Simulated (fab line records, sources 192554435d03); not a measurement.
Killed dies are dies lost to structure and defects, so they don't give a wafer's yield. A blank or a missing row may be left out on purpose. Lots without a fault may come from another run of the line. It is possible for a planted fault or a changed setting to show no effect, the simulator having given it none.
What tool caused it? -- flow n5Finfet -- 9 lots with 24 wafers sampled at 6 steps, on a route of 1938 steps

## WHAT THE GAUGES READ, wafer by wafer
N5_BEOL_M4_RC_MEAS_101. Usual: DIBL_N 36.2 mV/V, standard deviation 2; DIBL_P 36.1 mV/V, standard deviation 2.4; IOFF_N 0.16 nA/um, standard deviation 0.035; IOFF_P 0.22 nA/um, standard deviation 0.041; ION_N 675 uA/um, standard deviation 14; ION_P 465 uA/um, standard deviation 8.6; SS_N 71.5 mV/dec, standard deviation 0.64; SS_P 73.2 mV/dec, standard deviation 0.76; VT_N 250 mV, standard deviation 3.9; VT_P -249 mV, standard deviation 3.4.
lot,measured,on,DIBL_N (mV/V),DIBL_P (mV/V),IOFF_N (nA/um),IOFF_P (nA/um),ION_N (uA/um),ION_P (uA/um),SS_N (mV/dec),SS_P (mV/dec),VT_N (mV),VT_P (mV),flag
L895,day 8 07:03,prober-02,38.0 38.1,37.1 37.0,0.19 0.19,0.23 0.22,692 686,470 465,72.1 71.9,73.5 73.8,247 249,-248 -252,
L896,day 8 23:46,prober-01,34.7 35.5 35.6,37.9 37.3 38.7,0.14 0.15 0.15,0.24 0.23 0.26,670 667 663,471 460 470,70.7 71.5 71.1,73.3 73.1 74.4,253 252 251,-247 -249 -245,
L905,day 10 10:59,prober-02,36.6 39.9 39.2,35.6 38.2 39.2,0.15 0.20 0.21,0.20 0.24 0.23,679 688 693,463 464 468,71.3 72.2 72.0,73.9 74.2 74.3,250 248 246,-251 -248 -249,
L906,day 11 05:33,prober-01,38.2 35.1 32.3,39.7 34.7 31.9,0.21 0.14 0.10,0.33 0.23 0.18,696 664 664,486 467 468,71.9 71.1 70.6,73.6 73.7 70.9,245 249 255,-240 -247 -249,
L907,day 11 16:47,prober-02,34.5 37.8 36.8,37.1 40.2 39.5,0.17 0.21 0.19,0.26 0.30 0.29,700 692 701,483 479 482,71.5 72.4 71.1,73.2 73.9 73.4,245 248 248,-246 -243 -244,
L909,day 11 22:15,prober-01,38.9 39.1 36.9,38.2 38.8 34.9,0.21 0.21 0.16,0.26 0.28 0.22,693 697 672,479 473 459,72.0 71.6 71.2,73.1 74.4 74.1,242 247 247,-246 -244 -249,
L911,day 12 00:33,prober-01,36.6 33.0,37.2 31.7,0.16 0.10,0.23 0.16,677 653,472 453,71.4 71.0,72.4 71.6,249 255,-246 -251,
L914,day 13 05:14,prober-02,34.1 36.5,34.6 36.2,0.12 0.16,0.19 0.19,664 652,465 443,71.1 72.1,73.1 74.3,257 251,-251 -254,
L915,day 13 09:20,prober-02,38.8 36.6 33.3,35.0 34.5 30.0,0.19 0.15 0.10,0.21 0.21 0.16,685 670 654,461 461 456,71.5 71.7 70.7,73.3 73.6 71.6,249 250 254,-251 -249 -252,

## WHAT TOOL EACH LOT RAN ON (gives the tool, then ch and the chambers of the sampled wafers, and finally the start)
lot,N5_BEOL_M0_SAQP_HM_DEP_02,N5_BEOL_M0_SAQP_PECVD_97,N5_BEOL_M0_SAQP_HM_DEP_111,N5_BEOL_M0_SAQP_HM_OPEN_112,N5_BEOL_M0_SAQP_STRIP_86
L895,"pvdSputter-01, day 5 19:38","pecvd-03 ch 0,1, day 5 19:49","pecvd-02 ch 1,2, day 5 20:00","rieDiel-02 ch 0,3, day 5 20:39","rieDiel-02 ch 0,1, day 5 20:54"
L896,"pvdSputter-01, day 5 19:44","pecvd-04 ch 1,2, day 5 19:55","pecvd-04 ch 0,1,2, day 5 20:06","rieDiel-05 ch 0,2,3, day 5 20:50","rieDiel-06 ch 0,1,2, day 5 21:04"
L905,"pvdSputter-02, day 8 02:23","pecvd-04 ch 0,2, day 8 02:35","pecvd-02 ch 0,1, day 8 02:45","rieDiel-06 ch 1,2, day 8 03:31","rieDiel-05 ch 2,3, day 8 03:41"
L906,"pvdSputter-03, day 8 12:24","pecvd-02 ch 0,2, day 8 12:36","pecvd-04 ch 0,2, day 8 12:46","rieDiel-05 ch 0,1,3, day 8 14:04","rieDiel-02 ch 1,2, day 8 14:22"
L907,"pvdSputter-03, day 8 17:47","pecvd-03 ch 1,2, day 8 17:59","pecvd-02 ch 1,2, day 8 18:10","rieDiel-02 ch 0,1,2, day 8 18:53","rieDiel-06 ch 2,3, day 8 19:04"
L909,"pvdSputter-01, day 9 00:22","pecvd-03 ch 0,1, day 9 00:34","pecvd-04 ch 0,1, day 9 00:44","rieDiel-06 ch 2,3, day 9 01:20","rieDiel-05 ch 0,1,2, day 9 01:31"
L911,"pvdSputter-03, day 9 11:42","pecvd-02 ch 1,2, day 9 11:53","pecvd-04 ch 0,2, day 9 12:13","rieDiel-06 ch 0,3, day 9 12:50","rieDiel-02 ch 0, day 9 13:07"
L914,"pvdSputter-03, day 10 05:16","pecvd-04 ch 0,1, day 10 05:28","pecvd-03 ch 0,2, day 10 05:39","rieDiel-02 ch 2,3, day 10 08:25","rieDiel-02 ch 1,3, day 10 08:53"
L915,"pvdSputter-01, day 10 14:22","pecvd-03 ch 0,2, day 10 14:34","pecvd-04 ch 1,2, day 10 14:44","rieDiel-06 ch 0,2,3, day 10 15:20","rieDiel-06 ch 0,3, day 10 15:31"
- N5_BEOL_M0_SAQP_HM_DEP_02: deposits TiN, target thk 12 nm.
- N5_BEOL_M0_SAQP_PECVD_97: deposits SiNx from SiH4/NH3/N2, target thk 23 nm, time 19.9 s.
- N5_BEOL_M0_SAQP_HM_DEP_111: deposits SiO2 from SiH4/N2O, target thk 12 nm, time 7.2 s.
- N5_BEOL_M0_SAQP_HM_OPEN_112: chemistry CHF3/O2, target SiO2, stops on a-Si, target depth 12 nm, time 13.5 s.
- N5_BEOL_M0_SAQP_STRIP_86: strips in N2/H2.

## WHAT THE TOOLS THEMSELVES READ (means of the sampled wafers that have a number; where no wafer has one, the mark that the record gives instead)
N5_BEOL_M0_SAQP_HM_DEP_02. Usual: susceptorTempC 25.01 C, standard deviation 0.11; throttleValvePct 30.4 %, standard deviation 0.68.
lot,tool,susceptorTempC (C),throttleValvePct (%),flag
L895,pvdSputter-01,24.95,30.6,
L896,pvdSputter-01,25.00,29.7,
L905,pvdSputter-02,24.94,31.4,
L906,pvdSputter-03,25.08,30.4,
L907,pvdSputter-03,24.97,30.6,
L909,pvdSputter-01,25.03,30.3,
L911,pvdSputter-03,25.15,30.6,
L914,pvdSputter-03,25.02,30.1,
L915,pvdSputter-01,25.03,30.2,

N5_BEOL_M0_SAQP_PECVD_97. Usual: heaterPowerW 511 W, standard deviation 52; showerheadPlenumPTorr 5.15 Torr, standard deviation 0.095; susceptorTempC 349.99 C, standard deviation 0.22; throttleValvePct 39.3 %, standard deviation 2.5.
lot,tool,heaterPowerW (W),showerheadPlenumPTorr (Torr),susceptorTempC (C),throttleValvePct (%),flag
L895,pecvd-03,482,5.21,349.92,37.5,
L896,pecvd-04,469,5.13,350.30,38.7,
L905,pecvd-04,471,5.06,349.99,40.5,
L906,pecvd-02,571,5.03,350.13,39.5,
L907,pecvd-03,442,5.16,349.83,36.7,
L909,pecvd-03,526,5.22,350.18,38.0,
L911,pecvd-02,568,5.04,349.99,38.8,
L914,pecvd-04,558,5.19,349.95,42.1,
L915,pecvd-03,506,5.18,349.80,38.0,

N5_BEOL_M0_SAQP_HM_DEP_111. Usual: heaterPowerW 734 W, standard deviation 71; showerheadPlenumPTorr 8.14 Torr, standard deviation 0.2; susceptorTempC 399.99 C, standard deviation 0.22.
lot,tool,heaterPowerW (W),showerheadPlenumPTorr (Torr),susceptorTempC (C),flag
L895,pecvd-02,744,7.95,399.76,
L896,pecvd-04,753,8.13,399.93,
L905,pecvd-02,806,8.14,399.87,
L906,pecvd-04,692,7.97,399.68,
L907,pecvd-02,700,8.01,400.04,
L909,pecvd-04,749,8.14,399.85,
L911,pecvd-04,726,7.97,399.88,
L914,pecvd-03,679,8.27,399.72,
L915,pecvd-04,682,8.15,400.22,

N5_BEOL_M0_SAQP_HM_OPEN_112. Usual: O2_flow_sccm 5.001 sccm, standard deviation 0.015; drypumpMotorCurrentA 5.9 A, standard deviation 0.35; oesProductAu 0.52 a.u., standard deviation 0.05; rfVppV 519 V, standard deviation 13; showerheadPlenumPTorr 2.38 Torr, standard deviation 0.1; throttleValvePct 18.81 %, standard deviation 0.28.
lot,tool,O2_flow_sccm (sccm),drypumpMotorCurrentA (A),oesProductAu (a.u.),rfVppV (V),showerheadPlenumPTorr (Torr),throttleValvePct (%),flag
L895,rieDiel-02,4.997,5.7,0.53,512,2.38,18.69,
L896,rieDiel-05,5.000,5.8,0.53,530,2.38,18.72,
L905,rieDiel-06,5.004,5.7,0.43,522,2.37,18.98,
L906,rieDiel-05,5.011,5.6,0.52,528,2.40,19.01,
L907,rieDiel-02,5.010,5.6,0.45,513,2.40,18.77,
L909,rieDiel-06,4.990,5.9,0.53,517,2.47,18.56,
L911,rieDiel-06,4.968,6.3,0.58,511,2.40,18.51,
L914,rieDiel-02,5.008,6.0,0.55,529,2.45,18.84,
L915,rieDiel-06,4.999,6.1,0.55,514,2.44,18.60,

N5_BEOL_M0_SAQP_STRIP_86. Usual: drypumpMotorCurrentA 5.9 A, standard deviation 0.35; oesProductAu 0.79 a.u., standard deviation 0.07; rfVppV 121.6 V, standard deviation 1.4; showerheadPlenumPTorr 3.31 Torr, standard deviation 0.14; tempC 40.00 C, standard deviation 0.11; throttleValvePct 18.9 %, standard deviation 0.35.
lot,tool,drypumpMotorCurrentA (A),oesProductAu (a.u.),rfVppV (V),showerheadPlenumPTorr (Torr),tempC (C),throttleValvePct (%),flag
L895,rieDiel-02,5.7,0.73,121.4,3.25,39.88,18.6,
L896,rieDiel-06,5.9,0.81,121.8,3.38,39.95,19.0,
L905,rieDiel-05,6.0,0.77,120.9,3.24,39.91,19.0,
L906,rieDiel-02,5.8,0.79,121.8,3.43,40.03,19.0,
L907,rieDiel-06,5.9,0.82,121.2,3.45,40.07,19.2,
L909,rieDiel-05,5.7,0.78,121.0,3.19,39.84,18.9,
L911,rieDiel-02,5.2,0.74,122.2,3.33,40.03,18.4,
L914,rieDiel-02,6.1,0.75,122.5,3.20,39.95,18.8,
L915,rieDiel-06,6.4,0.88,123.1,3.37,40.08,18.7,

## THE ANSWER, worked out from the rows above alone
Rule: a lot is off if the mean of its wafers that have a number lies more than 3 standard deviations from the usual mean. Also off: a lot with no number at a reading for which 4 or more lots have one. The other lots that the step has rows for count as sound. First the gauges in route order, then the tools' own readings, where a lot's mean is used as printed above. At the first step where some lot is off, the reading lying furthest off is the one used; lots without a number count as furthest.
Nothing can be told from this: no lot is off at any reading shown.

## WHAT THE SIMULATOR HAD PUT IN
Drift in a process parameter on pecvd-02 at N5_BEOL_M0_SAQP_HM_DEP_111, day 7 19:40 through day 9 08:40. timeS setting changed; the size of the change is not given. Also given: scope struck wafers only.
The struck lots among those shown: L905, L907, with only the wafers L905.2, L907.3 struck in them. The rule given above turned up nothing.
